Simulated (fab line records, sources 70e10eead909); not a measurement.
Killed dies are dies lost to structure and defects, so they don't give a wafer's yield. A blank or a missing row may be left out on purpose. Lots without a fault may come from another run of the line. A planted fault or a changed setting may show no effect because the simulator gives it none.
fab line records | flow nand_harc | part 1 of 2: steps 1 to 20 of 26
record lots=5 wafers=15 last_day=32
route steps=1302 shown A_CHANNEL_HOLE_D1@453
lots that met no fault: from a run of the same line without faults
start_h: hours from the record's first day to the start of the lot's first wafer shown | wait_h: hours since the lot's step before | " the same as in the row above | L1.1+2: a row that stands for several wafers | - no value, or no start given | * or withheld: withheld | < > ~ a bound
route shown NAME@n: a module of which the file shows steps, and the number in the route of the first | usual: mean/standard deviation of fault-free wafers | same: alike in all rows | chamber/n: place in a boat | sites: the reading at each site | _std_site: their standard deviation | _edge_site: outer sites' mean less inner sites' | radius_mm: how far each site lies from the wafer's centre | mask NAME#n: copy n | behind: the tool/chamber that last shaped the wafer | hold: why the lot was held/for how many hours/how that ended | device: the transistor (n, p or np) that didn't switch | end of line: the same wafers' tests at the end of the route | a step without rows: its recipe alone | killed: dies lost to structure and defects at the first sort, not the wafer's yield | map: a wafer's dies, x killed, . not, _ none there
set.NAME: the setting as run; set.NAME@STEP: as run at that earlier step | model.NAME: the simulator's own value behind a step, which no gauge read
lots at some steps of the route; a table a step, a row a wafer
services: from which hour (start_h, from the record's first day; less than 0 if before it) a tool's chamber was out of use, for how many hours, and why
## steps
# step NHARC_A_CHANNEL_HOLE_D1_HMDS_03
# recipe time_s=30
# usual exhaust_pa=45.0/1
# columns lot.wafer tool chamber start_h wait_h exhaust_pa
L081.1 litho_track-06 0 - - 44.6
L081.3 " 0 " " 45.6
L081.6 " 0 " " 45.1
L084.1 litho_track-06 0 - - 45.0
L084.2 " 0 " " 46.7
L084.6 " 0 " " 44.4
L091.2 litho_track-06 0 - - 45.6
L091.4 " 0 " " 44.0
L091.6 " 0 " " 43.7
L092.2 litho_track-04 0 - - 45.5
L092.3 " 0 " " 45.3
L092.6 " 0 " " 46.3
L093.1 litho_track-04 0 - - 44.3
L093.3 " 0 " " 44.0
L093.6 " 0 " " 43.3
# step NHARC_A_CHANNEL_HOLE_D1_COAT_36
# recipe temp_c=260 time_s=75
# usual exhaust_pa=44.9/0.9
# columns lot.wafer tool chamber start_h wait_h exhaust_pa
L081.1 litho_track-06 0 - - 46.6
L081.3 " 0 " " 43.9
L081.6 " 0 " " 43.5
L084.1 litho_track-06 0 - - 44.2
L084.2 " 0 " " 45.6
L084.6 " 0 " " 44.0
L091.2 litho_track-06 0 - - 44.3
L091.4 " 0 " " 44.6
L091.6 " 0 " " 46.1
L092.2 litho_track-04 0 - - 44.0
L092.3 " 0 " " 44.2
L092.6 " 0 " " 45.1
L093.1 litho_track-04 0 - - 45.1
L093.3 " 0 " " 45.7
L093.6 " 0 " " 46.1
# step NHARC_A_CHANNEL_HOLE_D1_COAT_37
# recipe temp_c=225 time_s=65
# usual exhaust_pa=44.8/0.94
# columns lot.wafer tool chamber start_h wait_h exhaust_pa
L081.1 litho_track-06 0 - - 45.5
L081.3 " 0 " " 44.9
L081.6 " 0 " " 45.6
L084.1 litho_track-06 0 - - 44.4
L084.2 " 0 " " 45.7
L084.6 " 0 " " 45.3
L091.2 litho_track-06 0 - - 44.5
L091.4 " 0 " " 44.9
L091.6 " 0 " " 45.6
L092.2 litho_track-04 0 - - 44.6
L092.3 " 0 " " 44.4
L092.6 " 0 " " 43.8
L093.1 litho_track-04 0 - - 44.8
L093.3 " 0 " " 44.5
L093.6 " 0 " " 44.6
# step NHARC_A_CHANNEL_HOLE_D1_COAT_04
# recipe spin_rpm=1500 resist_thk_nm=90
# usual exhaust_pa=45.0/0.91
# columns lot.wafer tool chamber start_h wait_h exhaust_pa
L081.1 litho_track-06 0 - - 44.8
L081.3 " 0 " " 44.5
L081.6 " 0 " " 44.5
L084.1 litho_track-06 0 - - 41.9
L084.2 " 0 " " 43.9
L084.6 " 0 " " 44.6
L091.2 litho_track-06 0 - - 45.0
L091.4 " 0 " " 45.1
L091.6 " 0 " " 45.2
L092.2 litho_track-04 0 - - 44.9
L092.3 " 0 " " 46.4
L092.6 " 0 " " 45.7
L093.1 litho_track-04 0 - - 44.2
L093.3 " 0 " " 46.0
L093.6 " 0 " " 44.5
# step NHARC_A_CHANNEL_HOLE_D1_SOFTBAKE_05
# recipe temp_c=105 time_s=55
# usual exhaust_pa=44.8/0.92
# columns lot.wafer tool chamber start_h wait_h exhaust_pa
L081.1 litho_track-06 0 - - 44.6
L081.3 " 0 " " 45.6
L081.6 " 0 " " 44.7
L084.1 litho_track-06 0 - - 44.8
L084.2 " 0 " " 46.2
L084.6 " 0 " " 45.4
L091.2 litho_track-06 0 - - 44.1
L091.4 " 0 " " 43.4
L091.6 " 0 " " 44.3
L092.2 litho_track-04 0 - - 46.6
L092.3 " 0 " " 43.9
L092.6 " 0 " " 45.5
L093.1 litho_track-04 0 - - 45.6
L093.3 " 0 " " 46.7
L093.6 " 0 " " 45.1
# step NHARC_A_CHANNEL_HOLE_D1_EBR_06
# usual exhaust_pa=44.9/0.91
# columns lot.wafer tool chamber start_h wait_h exhaust_pa
L081.1 litho_track-06 0 - - 43.7
L081.3 " 0 " " 44.6
L081.6 " 0 " " 46.1
L084.1 litho_track-06 0 - - 45.2
L084.2 " 0 " " 43.8
L084.6 " 0 " " 45.1
L091.2 litho_track-06 0 - - 44.4
L091.4 " 0 " " 43.7
L091.6 " 0 " " 45.4
L092.2 litho_track-04 0 - - 44.1
L092.3 " 0 " " 44.9
L092.6 " 0 " " 44.3
L093.1 litho_track-04 0 - - 46.0
L093.3 " 0 " " 44.4
L093.6 " 0 " " 44.4
# step NHARC_A_CHANNEL_HOLE_D1_EXPOSE_07
# recipe na=1.35 target_cd_nm=100 sigma_outer=0.3 dose_mj=59.65 mask_id=HOLE_D1
# columns lot.wafer tool chamber start_h wait_h mask
L081.1+3+6 arfi_scanner-03 0 254.36 - HOLE_D1#0
L084.1+2+6 arfi_scanner-03 0 278.95 - HOLE_D1#0
L091.2+4+6 arfi_scanner-02 0 353.34 - HOLE_D1#0
L092.2+3+6 arfi_scanner-01 0 353.50 - HOLE_D1#0
L093.1+3+6 arfi_scanner-02 0 369.60 - HOLE_D1#0
# step NHARC_A_CHANNEL_HOLE_D1_PEB_08
# recipe peb_temp_c=100 peb_time_s=65
# usual exhaust_pa=44.7/0.84
# columns lot.wafer tool chamber start_h wait_h exhaust_pa
L081.1 litho_track-01 0 254.42 0.1 45.0
L081.3 " 0 " " 44.6
L081.6 " 0 " " 45.6
L084.1 litho_track-06 0 279.01 0.1 44.1
L084.2 " 0 " " 43.5
L084.6 " 0 " " 43.3
L091.2 litho_track-04 0 353.40 0.1 44.7
L091.4 " 0 " " 44.0
L091.6 " 0 " " 43.0
L092.2 litho_track-06 0 353.55 0.1 44.8
L092.3 " 0 " " 44.5
L092.6 " 0 " " 44.9
L093.1 litho_track-04 0 369.66 0.1 44.5
L093.3 " 0 " " 44.7
L093.6 " 0 " " 45.4
# step NHARC_A_CHANNEL_HOLE_D1_DEVELOP_09
# recipe develop_time_s=35 dev_temp_c=23
# usual exhaust_pa=45.0/0.88
# same develop_time_s=35
# columns lot.wafer tool chamber start_h wait_h exhaust_pa
L081.1 litho_track-01 0 - - 44.3
L081.3 " 0 " " 44.1
L081.6 " 0 " " 44.3
L084.1 litho_track-06 0 - - 45.3
L084.2 " 0 " " 45.0
L084.6 " 0 " " 44.9
L091.2 litho_track-04 0 - - 44.8
L091.4 " 0 " " 44.7
L091.6 " 0 " " 45.3
L092.2 litho_track-06 0 - - 44.8
L092.3 " 0 " " 44.6
L092.6 " 0 " " 44.5
L093.1 litho_track-04 0 - - 45.6
L093.3 " 0 " " 44.7
L093.6 " 0 " " 45.0
# step NHARC_A_CHANNEL_HOLE_D1_CD_MEAS_10
# recipe target_cd_nm=100 landing_energy_ev=500
# usual cd_nm=100.2/0.48
# columns lot.wafer tool chamber start_h wait_h cd_nm
L081.1 cd_sem-03 0 254.50 - 100.2
L081.3 " 0 " " 100.8
L081.6 " 0 " " 100.4
L084.1 cd_sem-03 0 279.09 - 100.9
L084.2 " 0 " " 101.0
L084.6 " 0 " " 100.5
L091.2 cd_sem-01 0 353.48 - 99.7
L091.4 " 0 " " 100.2
L091.6 " 0 " " 99.9
L092.2 cd_sem-02 0 353.63 - 100.7
L092.3 " 0 " " 100.9
L092.6 " 0 " " 100.4
L093.1 cd_sem-02 0 369.74 - 100.4
L093.3 " 0 " " 100.4
L093.6 " 0 " " 100.6
# step NHARC_A_CHANNEL_HOLE_D1_OVL_MEAS_11
# usual overlay_x_nm=-0.2/0.91 overlay_y_nm=0.0/0.9
# columns lot.wafer tool chamber start_h wait_h overlay_x_nm overlay_y_nm
L081.1 overlay-01 - 254.59 - 0.1 0.9
L081.3 " - " " -0.5 0.6
L081.6 " - " " -0.4 0.7
L084.1 overlay-01 - 279.18 - -0.9 -0.3
L084.2 " - " " -1.2 -0.8
L084.6 " - " " -0.7 -0.4
L091.2 overlay-01 - 353.57 - -1.3 0.0
L091.4 " - " " -1.6 0.2
L091.6 " - " " -1.2 0.1
L092.2 overlay-02 - 353.72 - 0.6 -1.5
L092.3 " - " " 1.2 -1.0
L092.6 " - " " 0.8 -1.5
L093.1 overlay-01 - 369.83 - -0.3 0.6
L093.3 " - " " -0.3 0.0
L093.6 " - " " 0.2 0.5
# step NHARC_A_CHANNEL_HOLE_D1_INSPECT_12
# usual raw_defect_count=6/3.2
# columns lot.wafer tool chamber start_h wait_h raw_defect_count
L081.1 defect_inspect-01 - 254.63 0.0 7
L081.3 " - " " 2
L081.6 " - " " 7
L084.1 defect_inspect-01 - 279.22 0.0 5
L084.2 " - " " 3
L084.6 " - " " 6
L091.2 defect_inspect-01 - 353.60 0.0 14
L091.4 " - " " 4
L091.6 " - " " 7
L092.2 defect_inspect-02 - 353.76 0.0 7
L092.3 " - " " 6
L092.6 " - " " 3
L093.1 defect_inspect-02 - 369.86 0.0 3
L093.3 " - " " 3
L093.6 " - " " 4
# step NHARC_A_CHANNEL_HOLE_D1_DESCUM_15
# recipe time_s=3 o2_flow_sccm=200 ar_flow_sccm=0 bias_power_w=0 chemistry=O2
# usual drypump_motor_current_A=5.8/0.31 oes_product_au=0.998/0.0089 rf_vpp_V=57.8/0.89 showerhead_plenum_p_Torr=1.91/0.064 throttle_valve_pct=11.311/0.0098
# columns lot.wafer tool chamber start_h wait_h drypump_motor_current_A oes_product_au rf_hours_counter_h rf_vpp_V showerhead_plenum_p_Torr throttle_valve_pct
L081.3 rie_diel-13 0 254.69 0.1 6.0 1.001 4 56.4 1.97 11.293
L081.1 " 1 " " 5.6 1.013 9 57.4 1.84 11.303
L081.6 " 0 " " 6.0 0.995 - 57.4 1.97 11.307
L084.1 rie_diel-05 0 279.29 0.1 6.7 1.005 5 57.6 1.79 11.311
L084.2 " 1 " " 6.2 0.989 5 57.7 2.01 11.300
L084.6 " 3 " " 5.2 0.986 - 58.9 1.94 11.306
L091.4 rie_diel-13 1 353.68 0.1 5.6 0.996 0 57.6 1.84 11.330
L091.2 " 2 " " 5.7 0.990 0 57.4 1.98 11.299
L091.6 " 0 " " 6.0 0.991 - 58.8 1.96 11.325
L092.2 rie_diel-13 1 353.83 0.1 5.6 0.981 0 56.0 1.84 11.285
L092.3 " 2 " " 5.8 1.005 0 57.6 1.98 11.304
L092.6 " 1 " " 5.6 0.979 - 57.0 1.84 11.301
L093.3 rie_diel-02 1 369.93 0.1 5.9 0.987 52 57.6 1.85 11.315
L093.1 " 3 " " 6.1 1.008 50 58.7 1.90 11.325
L093.6 " 1 " " 6.0 0.995 - 57.8 1.85 11.313
# step NHARC_A_CHANNEL_HOLE_D1_ETCH_38
# recipe target_depth_a=390 over_etch_frac=0.3 time_s=65 ion_energy_ev=80 cf4_flow_sccm=150 ar_flow_sccm=0 rf_w=300 bias_w=100 chemistry=CF4
# usual drypump_motor_current_A=5.8/0.32 oes_product_au=0.998/0.0082 rf_vpp_V=151.3/1 showerhead_plenum_p_Torr=1.77/0.054 throttle_valve_pct=13.284/0.0089
# columns lot.wafer tool chamber start_h wait_h drypump_motor_current_A oes_product_au rf_hours_counter_h rf_vpp_V showerhead_plenum_p_Torr throttle_valve_pct
L081.1 rie_diel-13 0 254.78 0.1 6.0 0.995 4 151.6 1.82 13.282
L081.3 " 2 " " 5.8 1.006 9 151.5 1.82 13.272
L081.6 " 1 " " 5.6 0.998 - 152.0 1.71 13.283
L084.1 rie_diel-05 0 279.42 0.1 6.7 0.999 5 148.6 1.66 13.286
L084.2 " 1 " " 6.2 0.989 5 151.8 1.85 13.280
L084.6 " 0 " " 6.7 1.016 - 153.0 1.66 13.283
L091.2 rie_diel-13 2 353.76 0.1 5.8 0.993 0 151.7 1.82 13.288
L091.4 " 0 " " 6.0 1.002 0 152.7 1.81 13.288
L091.6 " 1 " " 5.6 1.002 - 150.1 1.71 13.284
L092.2 rie_diel-13 3 354.02 0.2 5.7 0.980 0 150.0 1.75 13.287
L092.3 " 1 " " 5.6 0.980 0 150.8 1.70 13.289
L092.6 " 3 " " 5.7 0.984 - 152.0 1.75 13.275
L093.1 rie_diel-02 3 370.01 0.1 6.1 1.011 50 151.7 1.76 13.292
L093.3 " 1 " " 5.9 0.986 52 150.2 1.71 13.295
L093.6 " 3 " " 6.1 1.016 - 152.3 1.76 13.271
# step NHARC_A_CHANNEL_HOLE_D1_ETCH_39
# recipe target_depth_a=2600 over_etch_frac=0.3 time_s=325 ion_energy_ev=200 n2_flow_sccm=150 h2_flow_sccm=150 ar_flow_sccm=0 rf_w=400 bias_w=150 chemistry=N2/H2
# usual drypump_motor_current_A=5.8/0.3 oes_product_au=0.997/0.0084 rf_vpp_V=430.7/2 showerhead_plenum_p_Torr=2.04/0.066 throttle_valve_pct=14.171/0.0092
# columns lot.wafer tool chamber start_h wait_h drypump_motor_current_A oes_product_au rf_hours_counter_h rf_vpp_V showerhead_plenum_p_Torr throttle_valve_pct
L081.1 rie_diel-13 2 - - 5.8 1.009 9 432.3 2.11 14.185
L081.3 " 3 " " 5.7 0.992 8 429.5 2.02 14.179
L081.6 " 2 " " 5.8 1.013 - 433.6 2.11 14.168
L084.2 rie_diel-05 0 - - 6.7 0.996 5 426.2 1.90 14.173
L084.1 " 1 " " 6.2 0.990 6 434.4 2.14 14.163
L084.6 " 3 " " 5.2 0.978 - 431.2 2.07 14.170
L091.4 rie_diel-13 1 - - 5.6 0.984 0 428.4 1.96 14.177
L091.2 " 2 " " 5.8 0.998 0 433.0 2.11 14.176
L091.6 " 1 " " 5.6 0.983 - 428.6 1.96 14.172
L092.2 rie_diel-13 3 - - 5.7 0.994 0 428.4 2.01 14.167
L092.3 " 0 " " 6.0 0.999 0 431.3 2.10 14.174
L092.6 " 2 " " 5.8 1.004 - 433.3 2.11 14.155
L093.1 rie_diel-02 1 - - 5.9 0.989 52 429.3 1.97 14.167
L093.3 " 2 " " 6.0 0.999 50 426.5 1.92 14.160
L093.6 " 1 " " 6.0 0.994 - 428.7 1.97 14.180
# step NHARC_A_CHANNEL_HOLE_D1_ETCH_34
# recipe target_depth_a=1540 time_s=77 cf4_flow_sccm=100 chf3_flow_sccm=30 ar_flow_sccm=0 rf_w=500 bias_w=200 chemistry=CF4/CHF3
# usual drypump_motor_current_A=5.8/0.32 oes_product_au=0.941/0.022 rf_vpp_V=370.6/1.9 showerhead_plenum_p_Torr=1.57/0.05 throttle_valve_pct=16.803/0.0091
# columns lot.wafer tool chamber start_h wait_h drypump_motor_current_A oes_product_au rf_hours_counter_h rf_vpp_V showerhead_plenum_p_Torr throttle_valve_pct
L081.3 rie_diel-13 3 - - 5.7 0.983 8 369.4 1.56 16.808
L081.1 " 0 " " 5.9 0.958 4 372.2 1.62 16.795
L081.6 " 3 " " 5.7 0.976 - 372.0 1.56 16.808
L084.1 rie_diel-05 1 - - 6.2 0.952 6 372.8 1.65 16.817
L084.2 " 3 " " 5.2 0.942 6 370.1 1.59 16.805
L084.6 " 1 " " 6.2 0.956 - 372.3 1.65 16.804
L091.4 rie_diel-13 0 - - 6.0 0.962 0 371.9 1.61 16.818
L091.2 " 3 " " 5.7 0.951 0 369.4 1.55 16.797
L091.6 " 0 " " 6.0 0.952 - 371.2 1.61 16.799
L092.2 rie_diel-13 2 - - 5.8 0.958 1 373.5 1.62 16.803
L092.3 " 0 " " 6.0 0.949 1 370.7 1.61 16.796
L092.6 " 2 " " 5.7 0.953 - 371.6 1.62 16.815
L093.3 rie_diel-02 1 - - 6.0 0.919 52 370.0 1.52 16.784
L093.1 " 3 " " 6.1 0.936 50 369.7 1.56 16.803
L093.6 " 0 " " 5.6 0.921 - 369.6 1.61 16.799
# step NHARC_A_CHANNEL_HOLE_D1_ETCH_16
# recipe target_depth_a=31000 over_etch_frac=0.3 time_s=806 ion_energy_ev=150 o2_flow_sccm=400 cos_flow_sccm=20 ar_flow_sccm=0 rf_w=500 bias_w=300 chemistry=O2/COS
# usual cos_flow_sccm=20.00/0.059 drypump_motor_current_A=5.8/0.32 oes_product_au=0.998/0.0089 rf_vpp_V=314.3/1.6 showerhead_plenum_p_Torr=3.12/0.098 throttle_valve_pct=28.330/0.0091
# columns lot.wafer tool chamber start_h wait_h cos_flow_sccm drypump_motor_current_A oes_product_au rf_hours_counter_h rf_vpp_V showerhead_plenum_p_Torr throttle_valve_pct
L081.1 rie_diel-13 2 - - 20.06 5.8 1.001 9 314.2 3.22 28.326
L081.3 " 3 " " 19.96 5.7 0.984 8 314.6 3.09 28.336
L081.6 " 2 " " 20.06 5.8 0.996 - 315.4 3.22 28.323
L084.1 rie_diel-05 0 - - 19.97 6.7 1.013 6 310.4 2.93 28.343
L084.2 " 1 " " 20.03 6.2 0.999 6 315.0 3.27 28.334
L084.6 " 1 " " 20.07 6.2 0.990 - 316.8 3.26 28.332
L091.2 rie_diel-13 2 - - 20.04 5.8 1.006 1 316.2 3.22 28.323
L091.4 " 3 " " 20.01 5.7 1.003 0 312.1 3.08 28.333
L091.6 " 0 " " 19.98 6.0 1.007 - 316.7 3.20 28.337
L092.3 rie_diel-13 3 - - 20.03 5.7 0.995 1 313.5 3.08 28.325
L092.2 " 2 " " 19.95 5.8 0.997 1 316.0 3.22 28.333
L092.6 " 0 " " 19.98 6.0 0.998 - 316.9 3.20 28.324
L093.3 rie_diel-02 2 - - 20.00 6.0 1.014 50 313.2 2.95 28.331
L093.1 " 3 " " 20.06 6.1 1.013 50 315.0 3.10 28.339
L093.6 " 2 " " 20.06 6.0 1.006 - 310.2 2.95 28.338
# step NHARC_A_CHANNEL_HOLE_D1_CD_MEAS_18
# usual cd_nm=99.1/2
# columns lot.wafer tool chamber start_h wait_h cd_nm
L081.1 cd_sem-03 - 255.80 - 101.1
L081.3 " - " " 96.5
L081.6 " - " " 100.6
L084.1 cd_sem-03 - 280.45 - 99.9
L084.2 " - " " 100.5
L084.6 " - " " 96.9
L091.2 cd_sem-02 - 354.93 - 98.1
L091.4 " - " " 102.9
L091.6 " - " " 102.4
L092.2 cd_sem-01 - 355.38 - 102.1
L092.3 " - " " 102.3
L092.6 " - " " 97.1
L093.1 cd_sem-03 - 371.04 - 100.8
L093.3 " - " " 98.5
L093.6 " - " " 99.3
# step NHARC_A_CHANNEL_HOLE_D1_ETCH_19
# recipe bias_v=1200 source_w=2500 pressure_mtorr=15 time_s=34.5 ar_flow_sccm=375 c4f8_flow_sccm=28.8 o2_flow_sccm=96.2 temp_c=-20 target_depth_a=* chemistry=C4F8/O2/Ar
# usual drypump_motor_current_A=6.0/0.69 showerhead_plenum_p_Torr=3.64/0.12 throttle_valve_pct=37.038/0.0084
# columns lot.wafer tool chamber start_h wait_h drypump_motor_current_A rf_hours_counter_h showerhead_plenum_p_Torr throttle_valve_pct
L081.1 har_etch-02 1 258.00 2.2 4.9 331 3.79 37.027
L081.3 " 1 " " 4.9 - 3.79 37.032
L081.6 " 1 " " 4.9 - 3.79 37.034
L084.2 har_etch-02 0 280.52 0.1 6.7 347 3.51 37.031
L084.1 " 1 " " 5.0 347 3.78 37.040
L084.6 " 0 " " 6.7 - 3.51 37.049
L091.2 har_etch-02 0 355.49 0.6 6.7 389 3.49 37.042
L091.4 " 0 " " 6.7 - 3.49 37.040
L091.6 " 1 " " 4.9 - 3.76 37.040
L092.2 har_etch-01 1 358.41 3.0 6.5 190 3.51 37.060
L092.3 " 0 " " 5.9 - 3.72 37.048
L092.6 " 0 " " 5.9 - 3.72 37.036
L093.1 har_etch-02 0 374.65 3.6 6.7 400 3.48 37.051
L093.3 " 1 " " 4.9 - 3.75 37.045
L093.6 " 0 " " 6.7 - 3.48 37.037
# step NHARC_A_CHANNEL_HOLE_D1_ETCH_20
# recipe bias_v=3000 source_w=withheld pressure_mtorr=20 time_s=361.9 ar_flow_sccm=375 c4f8_flow_sccm=89.3 o2_flow_sccm=35.7 temp_c=-20 target_depth_a=16000 chemistry=C4F8/O2/Ar
# usual drypump_motor_current_A=6.0/0.7 showerhead_plenum_p_Torr=3.60/0.12 throttle_valve_pct=32.154/0.0095
# columns lot.wafer tool chamber start_h wait_h drypump_motor_current_A rf_hours_counter_h showerhead_plenum_p_Torr throttle_valve_pct
L081.1 har_etch-02 1 258.11 0.1 4.9 331 3.75 32.164
L081.3 " 1 " " 4.9 - 3.75 32.153
L081.6 " 1 " " 4.9 - 3.75 32.147
L084.2 har_etch-02 0 280.63 0.1 6.7 347 3.48 32.137
L084.1 " 1 " " 4.9 347 3.74 32.152
L084.6 " 0 " " 6.7 - 3.48 32.171
L091.2 har_etch-02 0 355.64 0.1 6.7 389 3.46 32.136
L091.4 " 0 " " 6.7 - 3.46 32.162
L091.6 " 1 " " 4.9 - 3.72 32.171
L092.2 har_etch-01 1 358.55 0.1 6.6 190 3.47 32.146
L092.3 " 0 " " 5.9 - 3.67 32.140
L092.6 " 0 " " 5.9 - 3.67 32.148
L093.1 har_etch-02 0 374.79 0.1 6.7 401 3.45 32.164
L093.3 " 1 " " 4.9 - 3.71 32.156
L093.6 " 0 " " 6.7 - 3.45 32.151
